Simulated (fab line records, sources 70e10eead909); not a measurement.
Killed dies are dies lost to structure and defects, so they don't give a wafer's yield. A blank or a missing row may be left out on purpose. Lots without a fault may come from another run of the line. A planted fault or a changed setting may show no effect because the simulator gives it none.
Tool commonality check | flow nand_harc | 14 lots, 42 wafers sampled

WHY IT WAS OPENED
At NHARC_P_BONDPAD_THK_MEAS_20 the reading thk_nm is flagged on 2 of 14 lots. Wafers without a fault read 161.3 nm, standard deviation 1.3.
Rule: a lot is flagged when every wafer of it that has a number lies more than 4 standard deviations from that mean, or none has a number. The other lots count as sound.

lot  | measured     | on            | thk_nm (nm), wafer by wafer | flag
L769 | day 7 02:25  | film_metro-01 | 161.8 162.4 161.2           |
L770 | day 7 05:34  | film_metro-02 | 162.3 162.0 163.9           |
L771 | day 7 06:25  | film_metro-01 | 159.7 160.9 162.2           |
L775 | day 8 18:17  | film_metro-02 | 161.9 162.2 161.0           |
L779 | day 9 05:07  | film_metro-02 | 29.9 30.7 29.3              | FLAGGED
L778 | day 9 05:47  | film_metro-01 | 30.0 30.5 30.3              | FLAGGED
L783 | day 10 13:11 | film_metro-01 | 162.5 162.3 161.3           |
L786 | day 10 20:19 | film_metro-01 | 161.5 162.0 163.9           |
L785 | day 10 22:03 | film_metro-01 | 161.2 160.6 162.0           |
L787 | day 11 03:40 | film_metro-02 | 162.2 161.2 162.2           |
L788 | day 11 15:35 | film_metro-01 | 158.9 159.3 161.1           |
L789 | day 11 16:50 | film_metro-02 | 162.3 160.4 162.4           |
L791 | day 11 23:16 | film_metro-01 | 161.4 162.1 160.3           |
L790 | day 12 01:01 | film_metro-01 | 159.9 161.1 162.1           |
The numbers of the flagged lots are 30.1 nm on average: -131.2 nm against the usual, or -99 or more standard deviations.

WHICH TOOL RAN EACH LOT
The record holds 4 process steps before the reading, out of a route of 1159 steps. In each cell: the tool, then ch and the chambers that the sampled wafers went through, then the start.
lot  | flag    | NHARC_P_BONDPAD_DEP_00                     | NHARC_P_BONDPAD_DEGAS_25     | NHARC_P_BONDPAD_PRE_CLEAN_26            | NHARC_P_BONDPAD_ECD_18
L769 |         | pecvd-03 ch 0,1,2, day 6 22:52             | pvd_sputter-03, day 7 01:00  | pvd_sputter-03, day 7 01:27 or earlier  | ecd_cu-02 ch 0,1, day 7 01:27
L770 |         | pecvd-03 ch 0,2, day 7 01:44               | pvd_sputter-03, day 7 04:10  | pvd_sputter-03, day 7 04:31 or earlier  | ecd_cu-01 ch 0,1, day 7 04:31
L771 |         | pecvd-04 ch 1,2, day 7 02:32               | pvd_sputter-01, day 7 04:58  | pvd_sputter-01, day 7 05:19 or earlier  | ecd_cu-02 ch 0,1, day 7 05:19
L775 |         | pecvd-04 ch 1,2, day 8 14:27               | pvd_sputter-02, day 8 16:45  | pvd_sputter-02, day 8 17:14 or earlier  | ecd_cu-01 ch 0,1, day 8 17:14
L779 | FLAGGED | pecvd-04 ch 0,1,2, day 9 03:43 or earlier  | pvd_sputter-02, day 9 03:43  | pvd_sputter-02, day 9 04:04 or earlier  | ecd_cu-01 ch 0,1, day 9 04:04
L778 | FLAGGED | pecvd-04 ch 0,1,2, day 9 01:59             | pvd_sputter-01, day 9 04:22  | pvd_sputter-01, day 9 04:43 or earlier  | ecd_cu-02 ch 0,1, day 9 04:43
L783 |         | pecvd-03 ch 0,1,2, day 10 09:21            | pvd_sputter-02, day 10 11:45 | pvd_sputter-02, day 10 12:08 or earlier | ecd_cu-01 ch 0,1, day 10 12:08
L786 |         | pecvd-03 ch 0,2, day 10 16:28              | pvd_sputter-03, day 10 18:53 | pvd_sputter-03, day 10 19:18 or earlier | ecd_cu-01 ch 0,1, day 10 19:18
L785 |         | pecvd-03 ch 0,1,2, day 10 20:38 or earlier | pvd_sputter-02, day 10 20:38 | pvd_sputter-02, day 10 21:06 or earlier | ecd_cu-02 ch 0,1, day 10 21:06
L787 |         | pecvd-03 ch 0,2, day 11 00:00              | pvd_sputter-02, day 11 02:16 | pvd_sputter-02, day 11 02:41 or earlier | ecd_cu-01 ch 0, day 11 02:41
L788 |         | pecvd-01 ch 0,1, day 11 11:49              | pvd_sputter-01, day 11 14:11 | pvd_sputter-01, day 11 14:32 or earlier | ecd_cu-01 ch 0,1, day 11 14:32
L789 |         | pecvd-03 ch 0,1, day 11 15:26 or earlier   | pvd_sputter-02, day 11 15:26 | pvd_sputter-02, day 11 15:48 or earlier | ecd_cu-01 ch 0,1, day 11 15:48
L791 |         | pecvd-01 ch 0,1, day 11 21:52 or earlier   | pvd_sputter-03, day 11 21:52 | pvd_sputter-03, day 11 22:16 or earlier | ecd_cu-01 ch 0,1, day 11 22:16
L790 |         | pecvd-04 ch 0,2, day 11 23:37 or earlier   | pvd_sputter-02, day 11 23:37 | pvd_sputter-02, day 12 00:01 or earlier | ecd_cu-02 ch 0,1, day 12 00:01
What these steps do:
- NHARC_P_BONDPAD_DEP_00: deposits SiCN, target thk 250 nm.
- NHARC_P_BONDPAD_DEGAS_25: time 60 s.
- NHARC_P_BONDPAD_PRE_CLEAN_26: time 30 s.
- NHARC_P_BONDPAD_ECD_18: material Cu, target thk 400 nm.
- NHARC_P_BONDPAD_THK_MEAS_20: measures by xrf.

FLAGGED OVER TOTAL, TOOL BY TOOL (the gauges that took the reading come last)
step                         | tool           | lots run | flagged | share of the flagged lots | sound lots run after its first flagged lot
NHARC_P_BONDPAD_DEP_00       | pecvd-01       | 2        | 0       | none                      | -
NHARC_P_BONDPAD_DEP_00       | pecvd-03       | 7        | 0       | none                      | -
NHARC_P_BONDPAD_DEP_00       | pecvd-04       | 5        | 2       | all                       | 1 (L790)
NHARC_P_BONDPAD_DEGAS_25     | pvd_sputter-01 | 3        | 1       | some                      | 1 (L788)
NHARC_P_BONDPAD_DEGAS_25     | pvd_sputter-02 | 7        | 1       | some                      | 5 (L783,L785,L787,L789,L790)
NHARC_P_BONDPAD_DEGAS_25     | pvd_sputter-03 | 4        | 0       | none                      | -
NHARC_P_BONDPAD_PRE_CLEAN_26 | pvd_sputter-01 | 3        | 1       | some                      | 1 (L788)
NHARC_P_BONDPAD_PRE_CLEAN_26 | pvd_sputter-02 | 7        | 1       | some                      | 5 (L783,L785,L787,L789,L790)
NHARC_P_BONDPAD_PRE_CLEAN_26 | pvd_sputter-03 | 4        | 0       | none                      | -
NHARC_P_BONDPAD_ECD_18       | ecd_cu-01      | 9        | 1       | some                      | 6 (L783,L786,L787,L788,L789,L791)
NHARC_P_BONDPAD_ECD_18       | ecd_cu-02      | 5        | 1       | some                      | 2 (L785,L790)
NHARC_P_BONDPAD_THK_MEAS_20  | film_metro-01  | 9        | 1       | some                      | 6 (L783,L786,L785,L788,L791,L790)
NHARC_P_BONDPAD_THK_MEAS_20  | film_metro-02  | 5        | 1       | some                      | 2 (L787,L789)
NHARC_P_BONDPAD_DEP_00 gives no start for some lots, so the hours and the order of its lots are those of NHARC_P_BONDPAD_DEGAS_25. NHARC_P_BONDPAD_PRE_CLEAN_26 gives no start for some lots, so the hours and the order of its lots are those of NHARC_P_BONDPAD_ECD_18.

WHAT THE TABLE ALLOWS
1 row of the table ran every flagged lot: pecvd-04 at NHARC_P_BONDPAD_DEP_00.
- pecvd-04 at NHARC_P_BONDPAD_DEP_00: 2 of its 5 lots flagged. Sound lots ran on it after the first flagged one (L790), which a lasting fault on the whole tool wouldn't allow.
No row of the table ran every flagged lot and no sound lot after the first.

WHAT THE SIMULATOR HAD PUT IN
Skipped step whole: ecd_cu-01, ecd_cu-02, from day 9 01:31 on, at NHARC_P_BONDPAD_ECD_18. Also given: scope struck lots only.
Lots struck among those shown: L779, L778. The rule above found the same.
